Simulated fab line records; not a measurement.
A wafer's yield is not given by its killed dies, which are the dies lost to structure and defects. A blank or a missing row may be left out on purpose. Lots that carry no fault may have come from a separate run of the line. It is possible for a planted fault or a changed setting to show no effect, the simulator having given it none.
What tool caused it? ; flow nand_harc ; 39 wafers from 13 lots sampled at 4 of the route's 1159 steps

WHAT THE GAUGES READ, wafer by wafer
The record holds no reading of a measuring or inspecting step that can be judged against a usual standard deviation.

WHICH TOOL RAN EACH LOT (tool, then ch and the chambers of the sampled wafers, then the start)
lot;NHARC_A_CONTACT_DEP_84;NHARC_A_CONTACT_ETCH_88;NHARC_A_CONTACT_ETCH_30;NHARC_A_CONTACT_ETCH_98
L342;acl_dep-01 ch 0, day 17 04:22;rie_diel-12 ch 0,1, day 17 06:25;rie_diel-12 ch 0,1,2, day 17 06:52;rie_diel-02 ch 0,2,3, no start
L343;acl_dep-02 ch 0, day 17 06:41;rie_diel-02 ch 0,2,3, day 17 08:40;rie_diel-02 ch 0,2,3, day 17 09:06;rie_diel-12 ch 1,2,3, no start
L340;acl_dep-01 ch 0, day 17 09:05;rie_diel-12 ch 1,2,3, day 17 11:20;rie_diel-12 ch 0,1,3, day 17 12:00;rie_diel-12 ch 0,1,3, no start
L346;acl_dep-02 ch 0, day 18 06:57;rie_diel-12 ch 0,3, day 18 09:00;rie_diel-12 ch 0,1,3, day 18 09:27;rie_diel-12 ch 0,1,2, no start
L353;acl_dep-02 ch 0, day 20 05:49;rie_diel-03 ch 0,3, day 20 08:04;rie_diel-03 ch 0,2,3, day 20 08:31;rie_diel-12 ch 2,3, no start
L356;acl_dep-02 ch 0, day 20 22:29;rie_diel-03 ch 0,2,3, day 21 00:45;rie_diel-03 ch 1,2, day 21 01:13;rie_diel-12 ch 1,3, no start
L354;acl_dep-03 ch 0, day 20 23:40;rie_diel-03 ch 0,1,2, day 21 02:00;rie_diel-03 ch 0,1,2, day 21 02:26;rie_diel-03 ch 0,1,2, no start
L358;acl_dep-01 ch 0, day 21 09:14;rie_diel-03 ch 0,1, day 21 11:31;rie_diel-03 ch 1,2,3, day 21 11:58;rie_diel-12 ch 0,1,2, no start
L359;acl_dep-03 ch 0, day 21 11:01;rie_diel-03 ch 0,3, day 21 13:14;rie_diel-03 ch 1,2, day 21 13:41;rie_diel-03 ch 1,2,3, no start
L360;acl_dep-01 ch 0, day 21 20:29;rie_diel-12 ch 0,1,3, day 21 22:49;rie_diel-12 ch 0,1,3, day 21 23:15;rie_diel-02 ch 0,2,3, no start
L361;acl_dep-01 ch 0, day 22 07:58;rie_diel-02 ch 0,1,2, day 22 10:18;rie_diel-02 ch 0,1,2, day 22 10:47;rie_diel-12 ch 0,1,2, no start
L362;acl_dep-03 ch 0, day 22 08:13;rie_diel-03 ch 0,2,3, day 22 10:29;rie_diel-03 ch 0,2, day 22 10:56;rie_diel-12 ch 0,2, no start
L363;acl_dep-01 ch 0, day 22 09:35;rie_diel-12 ch 1,2,3, day 22 11:39;rie_diel-12 ch 0,2,3, day 22 12:05;rie_diel-12 ch 1,2,3, no start
- NHARC_A_CONTACT_DEP_84: deposits aC, target thk 2000 nm.
- NHARC_A_CONTACT_ETCH_88: etches the open film in CF4, target depth 39 nm, time 65 s.
- NHARC_A_CONTACT_ETCH_30: etches the open film in CF4/CHF3, target depth 60.5 nm, time 30.2 s.
- NHARC_A_CONTACT_ETCH_98: etches the open film in C4F6/O2, target depth 20 nm, time 10 s.

WHAT THE TOOLS THEMSELVES READ (means of the sampled wafers that have a number; where no wafer has one, the mark that the record gives instead)
NHARC_A_CONTACT_DEP_84.
lot;tool;throttle_valve_pct (%)
L342;acl_dep-01;34.998
L343;acl_dep-02;35.001
L340;acl_dep-01;34.996
L346;acl_dep-02;34.993
L353;acl_dep-02;35.000
L356;acl_dep-02;35.006
L354;acl_dep-03;34.993
L358;acl_dep-01;35.005
L359;acl_dep-03;35.000
L360;acl_dep-01;35.005
L361;acl_dep-01;35.006
L362;acl_dep-03;35.004
L363;acl_dep-01;35.002

NHARC_A_CONTACT_ETCH_88.
lot;tool;drypump_motor_current_A (A);oes_product_au (a.u.);rf_vpp_V (V);run_length_s (s);showerhead_plenum_p_Torr (Torr);throttle_valve_pct (%)
L342;rie_diel-12;5.6;0.999;150.2;86.2;1.68;13.282
L343;rie_diel-02;6.2;1.004;152.6;86.6;1.86;13.277
L340;rie_diel-12;5.8;1.001;151.5;85.8;1.80;13.296
L346;rie_diel-12;6.0;0.997;150.4;85.9;1.76;13.280
L353;rie_diel-03;5.4;1.008;150.8;86.4;1.72;13.285
L356;rie_diel-03;5.5;1.015;151.1;86.5;1.75;13.291
L354;rie_diel-03;5.6;1.009;150.6;86.2;1.75;13.287
L358;rie_diel-03;5.6;1.010;150.7;86.4;1.74;13.280
L359;rie_diel-03;5.4;1.002;150.0;86.3;1.71;13.281
L360;rie_diel-12;5.8;0.989;150.5;86.2;1.72;13.280
L361;rie_diel-02;5.7;1.002;152.8;86.6;1.87;13.269
L362;rie_diel-03;5.5;1.007;151.6;86.5;1.75;13.288
L363;rie_diel-12;5.8;1.004;152.6;85.9;1.79;13.282

NHARC_A_CONTACT_ETCH_30.
lot;tool;drypump_motor_current_A (A);oes_product_au (a.u.);rf_vpp_V (V);run_length_s (s);showerhead_plenum_p_Torr (Torr);throttle_valve_pct (%)
L342;rie_diel-12;5.8;0.970;369.3;51.3;1.55;16.804
L343;rie_diel-02;6.2;0.925;374.3;51.8;1.65;16.807
L340;rie_diel-12;5.8;0.918;369.3;51.2;1.53;16.804
L346;rie_diel-12;5.8;0.925;369.6;48.7;1.53;16.796
L353;rie_diel-03;5.6;0.985;370.2;51.7;1.56;16.805
L356;rie_diel-03;5.4;0.934;369.5;51.3;1.53;16.802
L354;rie_diel-03;5.6;0.930;369.5;51.7;1.56;16.808
L358;rie_diel-03;5.4;0.925;369.5;51.4;1.53;16.807
L359;rie_diel-03;5.6;0.929;370.3;51.5;1.57;16.800
L360;rie_diel-12;5.8;0.921;369.4;51.2;1.53;16.796
L361;rie_diel-02;5.7;0.948;374.0;51.6;1.67;16.809
L362;rie_diel-03;5.7;0.934;370.9;51.9;1.58;16.799
L363;rie_diel-12;6.0;0.927;370.3;51.0;1.58;16.798

NHARC_A_CONTACT_ETCH_98.
lot;tool;drypump_motor_current_A (A);oes_product_au (a.u.);rf_vpp_V (V);run_length_s (s);showerhead_plenum_p_Torr (Torr);throttle_valve_pct (%)
L342;rie_diel-02;6.2;1.003;550;31.0;4.12;26.904
L343;rie_diel-12;5.8;1.001;548;30.6;3.99;26.897
L340;rie_diel-12;5.8;0.958;545;31.0;3.82;26.898
L346;rie_diel-12;5.8;0.958;545;30.9;3.86;26.899
L353;rie_diel-12;6.0;0.984;550;30.4;4.07;26.910
L356;rie_diel-12;5.6;0.951;545;30.9;3.85;26.900
L354;rie_diel-03;5.6;0.954;546;31.3;3.89;26.901
L358;rie_diel-12;5.8;0.942;546;31.0;3.85;26.906
L359;rie_diel-03;5.4;0.953;544;30.9;3.83;26.899
L360;rie_diel-02;6.2;0.942;551;31.4;4.09;26.907
L361;rie_diel-12;5.8;0.956;547;30.9;3.85;26.903
L362;rie_diel-12;6.0;0.957;548;30.8;3.98;26.906
L363;rie_diel-12;5.8;0.944;548;30.7;3.98;26.908

THE ANSWER, worked out from the rows above alone
Rule: the lots themselves supply what counts as usual. Put in order of their means at a reading, lots are off if they are a third of the lots or fewer, leave a main group of 4 or more, and stand apart from it by a gap of 3 or more times the standard deviation of the main group's means; of several such gaps the widest counts. The tables above print the reading to a certain number of digits; a main group whose means all agree to those digits is not used. Also off: a lot with no number at a reading for which 4 or more lots have one. All remaining lots with rows at the step are treated as sound. After the gauges, taken in route order, come the tools' own readings; for these a lot's mean is taken, as printed above. The first step at which some lot is off is used, and at that step the reading that is off furthest; a lot without a number counts as furthest.
Off, at NHARC_A_CONTACT_ETCH_30 on run_length_s: L346. The main group: mean 51.5 s, standard deviation 0.27.
A tool fits if, at that step or a process step before it, it ran every lot that is off, and no sound lot after the first of them. Of those tried, none fits.

WHAT THE SIMULATOR PUT IN
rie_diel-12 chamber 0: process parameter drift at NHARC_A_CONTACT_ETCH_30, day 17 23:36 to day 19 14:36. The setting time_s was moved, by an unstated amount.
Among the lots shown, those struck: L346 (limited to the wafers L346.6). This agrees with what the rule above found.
